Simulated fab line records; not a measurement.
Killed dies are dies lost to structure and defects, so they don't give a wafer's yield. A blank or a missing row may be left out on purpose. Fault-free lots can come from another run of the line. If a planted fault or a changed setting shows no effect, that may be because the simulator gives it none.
fab line records	flow nand-harc
record lots=12	wafers=36	last-day=33
route steps=1302 shown P_ZERO_WELL@26 P_STI@96 P_GATE@132 END@1302
lots that met no fault: from a run of the same line without faults
start-h: the number of hours between the record's first day and the start of the first shown wafer of the lot	wait-h: hours elapsed since this lot's preceding step	" identical to the entry in the row above	L1.1+2: one row covering several wafers at once	- no value, or no start given	* or withheld: withheld	< > ~ a bound
route shown NAME@n: NAME is a module with steps in the file, n the number in the route of the first one	usual: mean/standard deviation taken from wafers without a fault	same: alike in all rows	chamber/n: place in a boat	sites: each site's reading	_std_site: the values' standard deviation	_edge_site: outer sites' mean less inner sites'	radius-mm: for every site, how far away it sits from the centre of the wafer	mask NAME#n: copy n	behind: the last tool/chamber to shape the wafer	hold: what put the lot on hold/how long, in hours/how the hold closed	device: names the non-switching transistor (n, p or np)	end of line: tests run on the same wafers once the route is complete	a step with no rows: only its recipe	killed: the dies lost at the first sort to structure and to defects; this is not the yield of the wafer	map: shows each die of a wafer: x if killed, . if not, _ if none is there
set.NAME: the setting the step ran with; set.NAME@STEP: the setting that earlier step ran with	model.NAME: the simulator's own value behind a step, which no gauge read
one table for each step of the route and one row for each wafer, over a sample of lots
services: a tool's chamber out of use, with start hour (start-h, from the record's first day; less than 0 if before it), hours out, and reason
## steps
# step NHARC_P_ZERO_WELL_EXPOSE_21
# recipe na=0.6	target-cd-nm=720	dose-mj=22.31	mask-id=P_NWELL
lot.wafer	tool	chamber	start-h	wait-h	mask
L428.3+4+5	krf-scanner-04	0	6.61	-	P_NWELL#0
L430.1+3+5	krf-scanner-04	0	18.47	-	P_NWELL#0
L433.1+3+6	krf-scanner-02	0	48.45	-	P_NWELL#0
L434.3+5+6	krf-scanner-03	0	58.91	-	P_NWELL#0
L435.1+4+6	krf-scanner-02	0	68.46	-	P_NWELL#0
L436.2+3+4	krf-scanner-04	0	78.32	-	P_NWELL#0
L437.1+2+6	krf-scanner-03	0	88.60	-	P_NWELL_R1#0
L441.1+2+5	krf-scanner-03	0	128.73	-	P_NWELL#0
L447.2+5+6	krf-scanner-02	0	188.31	-	P_NWELL#0
L448.1+2+6	krf-scanner-02	0	198.17	-	P_NWELL#0
L450.1+3+4	krf-scanner-04	0	218.17	-	P_NWELL#0
L451.1+3+6	krf-scanner-04	0	228.28	-	P_NWELL#0
# step NHARC_P_ZERO_WELL_CD_MEAS_24
# recipe target-cd-nm=720	landing-energy-ev=500
# usual cd-nm=719.9/1.1
# same landing-energy-ev=500
lot.wafer	tool	chamber	start-h	wait-h	cd-nm
L428.3	cd-sem-03	0	6.76	-	720.2
L428.4	"	0	"	"	720.3
L428.5	"	0	"	"	718.6
L430.1	cd-sem-01	0	18.62	-	718.6
L430.3	"	0	"	"	720.9
L430.5	"	0	"	"	719.2
L433.1	cd-sem-03	0	48.61	-	720.0
L433.3	"	0	"	"	720.4
L433.6	"	0	"	"	720.3
L434.3	cd-sem-03	0	59.07	-	721.2
L434.5	"	0	"	"	719.0
L434.6	"	0	"	"	720.1
L435.1	cd-sem-01	0	68.63	-	721.4
L435.4	"	0	"	"	718.8
L435.6	"	0	"	"	720.6
L436.2	cd-sem-02	0	78.47	-	719.5
L436.3	"	0	"	"	720.4
L436.4	"	0	"	"	720.8
L437.1	cd-sem-01	0	88.76	-	682.0
L437.2	"	0	"	"	683.1
L437.6	"	0	"	"	683.3
L441.1	cd-sem-01	0	128.89	-	721.3
L441.2	"	0	"	"	719.9
L441.5	"	0	"	"	720.5
L447.2	cd-sem-01	0	188.47	-	719.1
L447.5	"	0	"	"	720.5
L447.6	"	0	"	"	720.7
L448.1	cd-sem-01	0	198.33	-	720.2
L448.2	"	0	"	"	719.3
L448.6	"	0	"	"	720.2
L450.1	cd-sem-01	0	218.33	-	720.8
L450.3	"	0	"	"	720.2
L450.4	"	0	"	"	719.5
L451.1	cd-sem-01	0	228.44	-	720.4
L451.3	"	0	"	"	718.3
L451.6	"	0	"	"	719.2
# step NHARC_P_STI_OCD_MEAS_43
# usual trench-depth-nm=300/3.3	trench-foot-cd-nm=157.9/1.6
lot.wafer	tool	chamber	start-h	wait-h	trench-depth-nm	trench-foot-cd-nm
L428.3	ocd-01	-	29.26	-	304	158.2
L428.4	"	-	"	"	302	161.1
L428.5	"	-	"	"	302	159.5
L430.1	ocd-02	-	40.21	-	296	159.4
L430.3	"	-	"	"	301	154.4
L430.5	"	-	"	"	296	158.6
L433.1	ocd-01	-	70.16	-	299	159.1
L433.3	"	-	"	"	303	155.2
L433.6	"	-	"	"	303	157.4
L434.3	ocd-01	-	80.31	-	300	157.3
L434.5	"	-	"	"	300	155.7
L434.6	"	-	"	"	299	157.0
L435.1	ocd-02	-	93.91	-	300	158.4
L435.4	"	-	"	"	296	158.2
L435.6	"	-	"	"	295	158.6
L436.2	ocd-01	-	99.06	-	297	158.6
L436.3	"	-	"	"	297	156.2
L436.4	"	-	"	"	297	158.8
L437.1	ocd-02	-	116.04	-	303	156.9
L437.2	"	-	"	"	301	157.3
L437.6	"	-	"	"	306	154.7
L441.1	ocd-02	-	150.62	-	303	157.9
L441.2	"	-	"	"	306	159.8
L441.5	"	-	"	"	301	158.2
L447.2	ocd-01	-	212.54	-	300	159.9
L447.5	"	-	"	"	305	155.9
L447.6	"	-	"	"	299	159.0
L448.1	ocd-01	-	223.22	-	299	158.9
L448.2	"	-	"	"	298	156.4
L448.6	"	-	"	"	300	158.9
L450.1	ocd-01	-	241.70	-	294	157.5
L450.3	"	-	"	"	293	157.8
L450.4	"	-	"	"	291	158.1
L451.1	ocd-02	-	249.62	-	299	159.2
L451.3	"	-	"	"	294	160.6
L451.6	"	-	"	"	297	160.3
# step NHARC_P_GATE_DEP_103
# recipe target-thk-a=300	target-thk-nm=30	temp-c=400	flow-sccm=200	rf-w=350	material=SiON
# usual heater-power-w=722/95
lot.wafer	tool	chamber	start-h	wait-h	heater-power-w
L428.3	pecvd-03	0	78.34	0.4	733
L428.5	"	0	"	"	747
L428.4	"	1	"	"	721
L430.1	pecvd-03	0	92.17	0.6	733
L430.3	"	1	"	"	641
L430.5	"	1	"	"	637
L433.3	pecvd-03	0	127.19	0.4	677
L433.1	"	1	"	"	756
L433.6	"	2	"	"	621
L434.3	pecvd-01	0	132.30	0.3	621
L434.5	"	1	"	"	764
L434.6	"	2	"	"	694
L436.3	pecvd-02	2	149.37	0.4	787
L436.2	"	0	"	"	930
L436.4	"	1	"	"	633
L435.1	pecvd-03	2	149.41	0.6	596
L435.6	"	1	"	"	659
L435.4	"	2	"	"	606
L437.1	pecvd-01	0	167.66	0.6	740
L437.2	"	1	"	"	868
L437.6	"	2	"	"	749
L441.1	pecvd-03	0	199.88	0.6	638
L441.2	"	1	"	"	628
L441.5	"	0	"	"	639
L447.2	pecvd-03	1	260.66	0.5	728
L447.5	"	0	"	"	559
L447.6	"	2	"	"	611
L448.1	pecvd-01	0	275.64	0.6	690
L448.2	"	2	"	"	743
L448.6	"	0	"	"	700
L450.3	pecvd-02	2	292.30	0.4	780
L450.1	"	0	"	"	880
L450.4	"	0	"	"	900
L451.1	pecvd-02	2	298.63	0.6	792
L451.3	"	1	"	"	750
L451.6	"	1	"	"	736
# step NHARC_P_GATE_DESCUM_31
# recipe time-s=3	o2-flow-sccm=200	ar-flow-sccm=0	bias-power-w=0	chemistry=O2
# usual drypump-motor-current-A=6.0/0.42	mfc-ar-sccm=0.004/0.0071	oes-product-au=1.002/0.0082	rf-vpp-V=57.8/0.85	showerhead-plenum-p-Torr=1.94/0.066	throttle-valve-pct=11.312/0.0094
# same bias-power-w=0
lot.wafer	tool	chamber	start-h	wait-h	drypump-motor-current-A	mfc-ar-sccm	oes-product-au	rf-hours-counter-h	rf-vpp-V	showerhead-plenum-p-Torr	throttle-valve-pct
L428.3	rie-diel-12	2	79.18	0.1	5.7	0.020	0.990	1	57.6	1.97	11.289
L428.4	"	3	"	"	6.3	0.004	0.999	1	57.3	1.94	11.295
L428.5	"	2	"	"	5.8	0.020	0.992	-	58.2	1.97	11.319
L430.1	rie-diel-06	3	93.04	0.1	5.6	0	0.994	9	57.3	1.96	11.309
L430.3	"	0	"	"	5.8	0	0.986	8	57.4	1.92	11.308
L430.5	"	3	"	"	5.6	0	1.003	-	58.6	1.96	11.302
L433.3	rie-diel-12	2	127.92	0.1	5.8	0.020	0.998	2	57.5	1.97	11.311
L433.1	"	3	"	"	6.4	0.004	1.001	2	58.4	1.94	11.324
L433.6	"	1	"	"	5.7	0	1.012	-	57.8	1.86	11.323
L434.3	rie-diel-10	2	133.06	0.1	6.1	0.001	1.008	5	55.9	1.83	11.320
L434.6	"	2	"	"	6.1	0.001	1.006	-	57.7	1.83	11.313
L434.5	"	3	"	"	5.8	0	1.004	-	56.5	2.06	11.304
L436.2	rie-diel-06	0	150.21	0.1	5.8	0	1.000	5	58.3	1.91	11.309
L436.3	"	1	"	"	5.4	0.001	1.005	4	57.5	1.99	11.300
L436.4	"	3	"	"	5.6	0	0.993	4	58.5	1.96	11.312
L435.4	rie-diel-12	0	150.38	0.1	6.6	0	0.999	3	57.1	1.87	11.314
L435.1	"	1	"	"	5.7	0	0.995	3	58.4	1.86	11.313
L435.6	"	2	"	"	5.8	0.020	0.985	-	58.6	1.96	11.304
L437.1	rie-diel-12	3	168.52	0.1	6.3	0.004	0.997	5	57.3	1.94	11.296
L437.2	"	2	"	"	5.7	0.020	1.006	5	59.0	1.96	11.326
L437.6	"	0	"	"	6.7	0	1.011	-	57.0	1.87	11.313
L441.2	rie-diel-12	0	200.83	0.1	6.6	0	1.011	6	57.9	1.87	11.309
L441.1	"	2	"	"	5.8	0.020	0.985	6	57.7	1.96	11.311
L441.5	"	0	"	"	6.7	0	1.003	-	57.7	1.87	11.317
L447.2	rie-diel-06	1	261.50	0.1	5.4	0.001	1.012	10	58.4	1.98	11.320
L447.5	"	0	"	"	5.8	0	0.988	-	58.2	1.91	11.302
L447.6	"	1	"	"	5.4	0.001	0.997	-	56.7	1.98	11.323
L448.1	rie-diel-12	1	276.42	0.1	5.7	0	1.006	2	58.4	1.86	11.318
L448.2	"	2	"	"	5.8	0.020	0.998	3	57.7	1.96	11.298
L448.6	"	2	"	"	5.8	0.020	0.999	-	58.1	1.96	11.307
L450.4	rie-diel-10	0	293.03	0.1	6.2	0	1.008	3	57.6	2.01	11.312
L450.3	"	1	"	"	5.0	0	0.996	3	57.3	1.90	11.320
L450.1	"	2	"	"	6.1	0.001	1.004	4	56.8	1.83	11.322
L451.3	rie-diel-06	3	299.37	0.1	5.6	0	0.996	0	57.7	1.96	11.324
L451.1	"	0	"	"	5.8	0	0.998	0	58.1	1.91	11.313
L451.6	"	3	"	"	5.6	0	0.991	-	57.8	1.96	11.316
# step NHARC_END_SORT_01
# recipe temp-c=25
# usual killed-at-array=47/14	killed-at-other=0.5/0.72	killed-at-periphery=4/3.1	killed-dies=52/15	killed-open=3.2/1.9	killed-short=2.4/1.7
# same gross-dies=677
lot.wafer	tool	chamber	start-h	wait-h	killed-at-array	killed-at-other	killed-at-periphery	killed-dies	killed-open	killed-short
L437.2	prober-01	0	743.82	2.8	52	1	2	55	2	2
L441.1	prober-02	0	761.09	2.5	32	0	4	36	5	2
L441.2	prober-02	0	761.89	2.8	36	0	3	39	1	0
L441.5	prober-02	0	764.27	3.7	29	0	2	31	2	2
# killed by level:class
L437.2 A_CHANNEL_HOLE_D1:chamber-film-flake=26 A_CHANNEL_HOLE_D2:chamber-film-flake=12 A_SLIT:chamber-film-flake=2 A_WL_FILL:chamber-film-flake=2 A_CONTACT:chamber-film-flake=2 A_M1:chamber-film-flake=2 A_ONON_D1:geometric-particle:short=1 A_CHANNEL_FILL_D1:geometric-particle:short=1
L441.1 A_SLIT:chamber-film-flake=16 A_CHANNEL_HOLE_D1:chamber-film-flake=3 A_CHANNEL_FILL_D1:chamber-film-flake=3 A_M1:chamber-film-flake=3 A_ONON_D2:geometric-particle:open=2 P_CONTACT:geometric-particle:open=1 P_M0:geometric-particle:open=1 A_ONON_D1:geometric-particle:short=1
L441.2 A_SLIT:chamber-film-flake=21 A_CHANNEL_HOLE_D1:chamber-film-flake=5 A_CONTACT:chamber-film-flake=5 P_BONDPAD:chamber-film-flake=2 A_CHANNEL_FILL_D1:geometric-particle:open=1 P_ZERO_WELL:chamber-film-flake=1 A_CHANNEL_FILL_D1:chamber-film-flake=1 A_DECK1_JOINT:chamber-film-flake=1
L441.5 A_SLIT:chamber-film-flake=8 A_CHANNEL_HOLE_D1:chamber-film-flake=5 A_WL_FILL:chamber-film-flake=4 A_CONTACT:chamber-film-flake=4 A_CHANNEL_FILL_D1:chamber-film-flake=2 A_STAIRCASE:chamber-film-flake=2 P_CONTACT:geometric-particle:short=1 A_DECK1_JOINT:geometric-particle:short=1
## services
tool	chamber	start-h	hours	kind
pecvd-03	0	-14.72	3.8	repair
krf-scanner-04	-	-14.00	4.0	pm
rie-diel-12	-	-0.00	0.9	repair
rie-diel-12	3	13.42	5.1	repair
krf-scanner-04	-	46.83	0.2	repair
rie-diel-12	-	67.40	9.0	pm
krf-scanner-02	-	70.00	4.0	pm
pecvd-03	2	94.76	15.6	repair
krf-scanner-04	-	95.24	0.2	repair
krf-scanner-02	-	99.51	0.5	repair
rie-diel-06	-	106.23	9.0	pm
krf-scanner-04	-	127.05	2.4	repair
pecvd-03	-	133.73	1.3	repair
krf-scanner-04	-	155.32	3.2	repair
krf-scanner-04	-	158.54	4.0	pm
pecvd-03	-	161.12	13.0	pm
krf-scanner-02	-	177.11	0.8	repair
pecvd-03	2	191.93	15.7	repair
krf-scanner-04	-	223.88	0.2	repair
pecvd-03	1	235.21	10.9	repair
rie-diel-12	-	244.40	9.0	pm
rie-diel-12	0	274.54	6.6	repair
pecvd-03	0	284.32	4.2	repair
krf-scanner-04	-	298.81	0.3	repair
## key
first-sign step=NHARC_P_ZERO_WELL_EXPOSE_21	reading=mask	direction=changed
effect step=NHARC_P_ZERO_WELL_CD_MEAS_24	reading=cd-nm	direction=down	sigmas=34	usual=719.9	struck=682.8
met-at NHARC_P_ZERO_WELL_EXPOSE_21
struck-lots L437
tester-left-out L437
not-acting-at NHARC_P_STI_OCD_MEAS_43,NHARC_P_GATE_DEP_103,NHARC_P_GATE_DESCUM_31
onset-between 58.91 88.60
fault kind=wrong-mask	tool=any	chamber=-	onset-h=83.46	steps=NHARC_P_ZERO_WELL_EXPOSE_21	aux-copy=P_NWELL_R1#0	cd-offset-nm=-37.287	scope=struck-lots-only
# tester-left-out: of these lots the tester's yield and bins aren't shown, on N5 and GAA mostly nor the transistor test; their killed dies are dies lost to structure and defects alone, not to doping, threshold or leakage, so they don't give the yield
